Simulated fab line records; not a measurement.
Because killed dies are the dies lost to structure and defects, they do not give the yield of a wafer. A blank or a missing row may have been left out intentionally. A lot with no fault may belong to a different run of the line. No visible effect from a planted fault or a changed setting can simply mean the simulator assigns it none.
A struck lot beside a sound one    flow nandHarc    40 steps out of a route of 1159
Sound: these wafers, L348.2, L348.3, L348.6. Struck: wafer L342.3 (left out: L342.4, L342.6 of the same lot, which were not struck); the cause appears at the end.
Order at every step that has rows: each side's tool, ch and its chambers, its first start. Under that, the readings that differ: sound wafers    struck wafers    difference of the means    sigmas: that difference in standard deviations of wafers without a fault.
alike: readings with means less than 2 such deviations apart, plus words and numbers identical on both sides. not compared: withheld readings, readings lacking a value on some wafer, bounds such as >300 that could conceal the same value, and numbers that have no deviation in the record and whose values overlap.
A row with sigmas, a row that says differs or no value, or rows on one side alone: a step with any of these is where the two part. Non-overlapping numbers with no deviation appear without sigmas and do not part them. A reading missing from all wafers of one side parts the sides only when that side holds two or more wafers.

NHARC_P_CONTACT_OVL_MEAS_13:
  sound on overlay-02, day 9 09:16; struck on overlay-01, day 8 00:59
  alike: overlayXNm, overlayYNm
NHARC_P_CONTACT_INSPECT_14:
  sound on defectInspect-02, day 9 09:18; struck on defectInspect-02, day 8 01:01
  alike: rawDefectCount
then, 2 steps without rows for these wafers: NHARC_P_CONTACT_DESCUM_17 (chemistry O2, time 3 s); NHARC_P_CONTACT_ETCH_35 (etches the open film in CF4, target depth 39 nm, time 65 s).
NHARC_P_CONTACT_ETCH_36: etches the open film in N2/H2, target depth 260 nm, time 406.25 s.
  sound: rieDiel-01 ch 1,2,3; struck: rieDiel-12 ch 2
reading              sound              struck  difference  sigmas
oesProductAu (a.u.)  0.995 0.995 1.006  1.015   +0.016      +2
  alike: drypumpMotorCurrentA, rfVppV, showerheadPlenumPTorr, throttleValvePct
  not compared: rfHoursCounterH
then, 3 steps without rows for these wafers: NHARC_P_CONTACT_ETCH_18 (etches the open film in C4F8/O2/Ar, target depth 481 nm, time 240.5 s); NHARC_P_CONTACT_STRIP_37 (strips in C4F8/O2/Ar); NHARC_P_CONTACT_ETCH_31 (etches the open film in CH3F/O2, target depth 30 nm, time 85.7 s).
NHARC_P_CONTACT_CD_MEAS_19:
  sound on cdSem-01, day 9 10:14; struck on cdSem-03, day 8 02:04
  alike: cdNm
NHARC_P_CONTACT_STRIP_28: strips in O2.
  sound on rieDiel-01 ch 0,2,3, day 9 10:19; struck on rieDiel-01 ch 2, day 8 02:10
  alike: drypumpMotorCurrentA, oesProductAu, rfVppV, showerheadPlenumPTorr, throttleValvePct
  not compared: rfHoursCounterH
then, 2 steps without rows for these wafers: NHARC_P_CONTACT_STRIP_29 (strips in post etch residue remover, time 1200 s); NHARC_P_CONTACT_DEGAS_38 (time 60 s).
NHARC_P_CONTACT_PRE_CLEAN_39: time 19.5 s.
  sound on pvdSputter-02, day 9 11:01; struck on pvdSputter-03, day 8 02:50
then, 2 steps without rows for these wafers: NHARC_P_CONTACT_PVD_32 (deposits Ti, target thk 5 nm, time 17.7 s); NHARC_P_CONTACT_ALD_22 (deposits TiN, target thk 3 nm, pulse time 1 s, ald cycles 150).
NHARC_P_CONTACT_CVD_23: deposits W, target thk 200 nm, time 557 s.
  sound: cvdW-02 ch 0,1; struck: cvdW-01 ch 0
reading           sound        struck  difference  sigmas
heaterPowerW (W)  476 462 451  508     +45         +2
  alike: mfcH2Sccm, throttleValvePct
then, 12 steps without rows for these wafers: NHARC_P_CONTACT_CMP_24 (polishes, t overpolish 30 s, target thk 200 nm); NHARC_P_CONTACT_SRD_26; NHARC_P_M0_DEP_00 (deposits SiOC, target thk 150 nm); NHARC_P_M0_DEHYDRATE_01 (time 120 s); NHARC_P_M0_HMDS_02 (time 30 s); NHARC_P_M0_COAT_33 (time 65 s); NHARC_P_M0_COAT_03 (resist thk 90 nm); NHARC_P_M0_SOFTBAKE_04 (time 55 s); NHARC_P_M0_EBR_05; NHARC_P_M0_EXPOSE_06 (exposes mask P M0, target cd 90 nm); NHARC_P_M0_PEB_07 (peb time 65 s); NHARC_P_M0_DEVELOP_08 (develop time 35 s).
NHARC_P_M0_CD_MEAS_09 targets a cd of 90 nm.
  sound on cdSem-02 ch 0, day 9 22:32; struck on cdSem-02 ch 0, day 8 05:11
  alike: cdNm
NHARC_P_M0_OVL_MEAS_10: pitch 180 nm.
  sound on overlay-01, day 9 22:38; struck on overlay-01, day 8 05:16
  alike: overlayXNm, overlayYNm
NHARC_P_M0_DESCUM_14: chemistry O2, time 3 s.
  sound on rieDiel-05 ch 0,1,2, day 9 22:45; struck on rieDiel-05 ch 3, day 8 05:23
reading                   sound        struck  difference  sigmas
drypumpMotorCurrentA (A)  5.2 5.8 6.0  6.4     +0.7        +2
  alike: oesProductAu, rfVppV, showerheadPlenumPTorr, throttleValvePct
  not compared: rfHoursCounterH
then, 2 steps without rows for these wafers: NHARC_P_M0_ETCH_34 (etches the open film in N2/H2, target depth 40 nm, overetch 12 nm, time 43.94 s); NHARC_P_M0_ETCH_15 (etches the open film in C4F8/Ar, target depth 150 nm, overetch 15 nm, time 82.5 s).
NHARC_P_M0_CD_MEAS_16:
  sound on cdSem-02, day 9 23:02; struck on cdSem-03, day 8 05:41
  alike: cdNm
then, 3 steps without rows for these wafers: NHARC_P_M0_STRIP_18 (strips in N2/H2); NHARC_P_M0_STRIP_19 (strips in post etch residue remover, time 600 s); NHARC_P_M0_DEGAS_28 (time 60 s).
NHARC_P_M0_PRE_CLEAN_29: time 30 s.
  sound on pvdSputter-01; struck on pvdSputter-03
  alike: heaterPowerW
then, 1 step without rows for these wafers: NHARC_P_M0_PVD_20 (deposits TaN, target thk 5 nm, time 8.06 s).
-- break in the record here, with 13 days between the starts of the struck wafers on either side (left off in module P_M0, picked up again in module END, where the first step shown is number 1159 on the route) --
NHARC_END_SORT_01:
  at this point the record logs the struck wafers (prober-02 ch 0, day 21 12:05) and has no rows for the sound ones

## WHERE THEY PART
Earliest at NHARC_P_CONTACT_ETCH_36; latest, in this record, at NHARC_END_SORT_01.

WHY: the cause the simulator had injected
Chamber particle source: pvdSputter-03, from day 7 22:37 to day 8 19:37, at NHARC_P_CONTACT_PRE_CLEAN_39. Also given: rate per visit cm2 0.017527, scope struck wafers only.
